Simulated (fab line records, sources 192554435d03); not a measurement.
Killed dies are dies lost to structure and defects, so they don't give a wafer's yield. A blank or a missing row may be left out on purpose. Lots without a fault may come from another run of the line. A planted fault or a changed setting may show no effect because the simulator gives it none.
Split-lot experiment | flow n5_finfet | 7 lots, 21 wafers read, on a route of 1938 steps

THE SPLIT
At N5_SDB_COAT_04 (time 60 s, resist thk 18 nm), the setting spin_rpm was moved away from the recipe's 1500 rpm on 10 of the 21 wafers read, by -5.9% to +10.9%. The other wafers ran this setting at the recipe's value.

FROM THE SPLIT TO THE READING: what the file shows between them, 6 steps
- N5_SDB_EXPOSE_08: exposes mask SDB (also split here: dose_mj)
- N5_SDB_PEB_09: peb time 60 s
- N5_SDB_DEVELOP_10: develop time 30 s
- N5_SDB_CD_MEAS_11: target cd 50 nm
- N5_SDB_DESCUM_16: chemistry O2, time 7.9 s
- N5_SDB_ETCH_17: etches SiARC in CF4, target depth 23.4 nm, time 39 s

THE READING
SiARC_of_SDB_COAT_04.thk_nm (the simulator's own value, which no gauge read), in nm, at N5_SDB_ETCH_18 (etches SOC in N2/H2, target depth 100 nm, overetch 20 nm, time 150 s). The file gives no usual value for it. The 11 wafers here that ran the recipe average 12.8 nm, standard deviation 0.15 nm.

wafer  | tool, chamber at the split | spin_rpm as run, rpm | against the recipe | SiARC_of_SDB_COAT_04.thk_nm, nm | against lot-mates on the recipe
L077.2 | litho_track-02, 0          | 1646                 | +9.7%              | 12.2                            | -0.8
L077.4 | litho_track-02, 0          | 1646                 | +9.7%              | 12                              | -1.0
L077.6 | litho_track-02, 0          | 1500                 | recipe             | 13                              | -
L078.1 | litho_track-02, 0          | 1500                 | recipe             | 12.8                            | -
L078.5 | litho_track-02, 0          | 1500                 | recipe             | 12.8                            | -
L078.6 | litho_track-02, 0          | 1500                 | recipe             | 12.8                            | -
L079.4 | litho_track-03, 0          | 1500                 | recipe             | 12.6                            | -
L079.5 | litho_track-03, 0          | 1500                 | recipe             | 12.6                            | -
L079.6 | litho_track-03, 0          | 1500                 | recipe             | 12.8                            | -
L082.1 | litho_track-03, 0          | 1416                 | -5.6%              | 13.2                            | +0.6
L082.4 | litho_track-03, 0          | 1500                 | recipe             | 12.6                            | -
L082.6 | litho_track-03, 0          | 1416                 | -5.6%              | 13.4                            | +0.8
L084.3 | litho_track-02, 0          | 1412                 | -5.9%              | 13.2                            | +0.4
L084.5 | litho_track-02, 0          | 1412                 | -5.9%              | 13.2                            | +0.4
L084.4 | litho_track-02, 0          | 1500                 | recipe             | 12.8                            | -
L086.2 | litho_track-02, 0          | 1664                 | +10.9%             | 12                              | -1.0
L086.3 | litho_track-02, 0          | 1500                 | recipe             | 13                              | -
L086.4 | litho_track-02, 0          | 1664                 | +10.9%             | 11.6                            | -1.4
L089.1 | litho_track-03, 0          | 1661                 | +10.7%             | 12                              | -1.0
L089.3 | litho_track-03, 0          | 1500                 | recipe             | 13                              | -
L089.5 | litho_track-03, 0          | 1661                 | +10.7%             | 12.2                            | -0.8

THE FIT
A straight line over all 21 wafers: SiARC_of_SDB_COAT_04.thk_nm changes by -0.0771 nm for each +1% of spin_rpm; r = -0.95; the points scatter about the line by 0.16 nm.
The same after taking each lot's own level away (the mean of its wafers on the recipe; 21 wafers): -0.0957 nm for each +1%; r = -0.97; scatter 0.14 nm.
On that fit, the largest move of spin_rpm shifts the reading by 1 nm.
The lots' own levels span 12.60 to 13.00 nm, that is 2.7 times the standard deviation above.
So the lot-to-lot level changes the slope: the two fits differ.
Check: with one of the wafers moved furthest among these (+10.9%) left out of the fit, the line predicts -1.05 nm for it against its lot-mates. It came out at -1 nm against them.

OTHER SPLITS ON THESE WAFERS
These wafers also went through other splits before the reading. Each is held against what the fit with the lots' levels taken away leaves over:
other split on the same wafers | wafers away from the commonest value | r with SiARC_of_SDB_COAT_04.thk_nm (lot level and that fit taken away)
N5_FIN_CUT_COAT_02 spin_rpm    | 7                                    | -0.46
N5_DUMMY_GATE_COAT_28 spin_rpm | 12                                   | +0.08
N5_DUMMY_GATE_COAT_09 spin_rpm | 6                                    | +0.15
N5_SD_EPI_N_PEB_07 peb_temp_c  | 9                                    | -0.10
N5_SDB_EXPOSE_08 dose_mj       | 3                                    | +0.10

THE WHOLE CHAIN: every reading that the file lists as answering this split, in the file's order
step           | what it does                                                         | reading                                                                      | change (the file's fit)                | r (the file's)
N5_SDB_COAT_04 | time 60 s, resist thk 18 nm                                          | SiARC_of_SDB_COAT_04.thk_nm (the simulator's own value, which no gauge read) | -0.0831 nm for each +1% of the setting | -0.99
N5_SDB_ETCH_17 | etches SiARC in CF4, target depth 23.4 nm, time 39 s                 | etch.depth_nm (the simulator's own value, which no gauge read)               | -0.0876 nm for each +1% of the setting | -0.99
N5_SDB_ETCH_18 | etches SOC in N2/H2, target depth 100 nm, overetch 20 nm, time 150 s | SiARC_of_SDB_COAT_04.thk_nm (the simulator's own value, which no gauge read) | -0.0957 nm for each +1% of the setting | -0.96

THE FILE'S OWN FIT
SiARC_of_SDB_COAT_04.thk_nm changes by -0.0957 nm for each +1% of spin_rpm, r = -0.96.
